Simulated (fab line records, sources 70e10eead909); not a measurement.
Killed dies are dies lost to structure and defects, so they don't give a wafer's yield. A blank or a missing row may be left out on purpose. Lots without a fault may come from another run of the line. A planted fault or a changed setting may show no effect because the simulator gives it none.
Chamber matching | flow nand_harc | NHARC_A_SLIT_DEP_25 on pecvd-01: 3 sister chambers
The step deposits SiO2, target thk 200 nm. 16 wafers are shown with their chamber, then 8 later ones without.

WAFERS WITH THEIR CHAMBER
wafer  | chamber | heater_power_w (W) | flow_sccm (sccm) | throttle_valve_pct (%)
L075.3 | 0       | 598                | 2654             | 16.3
L075.4 | 1       | 461                | 2655             | 15.8
L075.6 | 0       | 622                | 2651             | 15.9
L077.2 | 1       | 476                | 2636             | 15.8
L077.3 | 2       | 411                | 2653             | 15.6
L077.5 | 1       | 337                | 2660             | 16.0
L080.3 | 2       | 496                | 2641             | 15.6
L080.5 | 1       | 452                | 2655             | 15.8
L080.6 | 2       | 497                | 2643             | 16.0
L081.2 | 2       | 505                | 2654             | 15.7
L081.3 | 0       | 576                | 2651             | 15.6
L081.5 | 0       | 549                | 2650             | 15.1
L084.1 | 1       | 347                | 2657             | 16.0
L084.3 | 2       | 453                | 2647             | 15.8
L084.5 | 2       | 461                | 2649             | 15.9
L085.2 | 1       | 462                | 2657             | 16.2

SIGNATURES (means of the wafers above)
reading            | chamber 0 | chamber 1 | chamber 2 | scatter within a chamber
heater_power_w     | 586.25    | 422.50    | 470.50    | 47.4
flow_sccm          | 2651.50   | 2653.33   | 2647.83   | 6.34
throttle_valve_pct | 15.725    | 15.933    | 15.767    | 0.282
Rule: a wafer's distance from a chamber is the root of the sum, over the readings, of the square of ((its reading less the chamber's mean) divided by the reading's scatter). The wafer belongs to the nearest chamber; if the next one is less than 2 further off, it can't be placed. The scatter: the root of (the sum of the squares of (reading less its chamber's mean) over the shown wafers, divided by (wafers less chambers)).

WAFERS WITHOUT THEIR CHAMBER
wafer  | heater_power_w (W) | flow_sccm (sccm) | throttle_valve_pct (%)
L085.4 | 482                | 2660             | 15.2
L085.6 | 475                | 2655             | 15.7
L092.1 | 422                | 2654             | 16.2
L092.2 | 450                | 2642             | 15.8
L092.6 | 465                | 2644             | 15.6
L094.4 | 493                | 2645             | 16.1
L094.5 | 450                | 2656             | 15.7
L094.6 | 389                | 2642             | 16.3

WHICH CHAMBER EACH WENT THROUGH
wafer  | from the rows above          | in truth
L085.4 | can't be placed: 2 or 1 or 0 | 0
L085.6 | can't be placed: 2 or 1 or 0 | 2
L092.1 | can't be placed: 1 or 2      | 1
L092.2 | can't be placed: 2 or 1      | 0
L092.6 | can't be placed: 2 or 1      | 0
L094.4 | can't be placed: 2 or 1 or 0 | 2
L094.5 | can't be placed: 1 or 2 or 0 | 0
L094.6 | can't be placed: 1 or 2      | 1
Placed correctly: 0 of 8. Can't be placed from these rows: 8 (the true chamber is among the candidates in 6). Placed wrongly: 0.
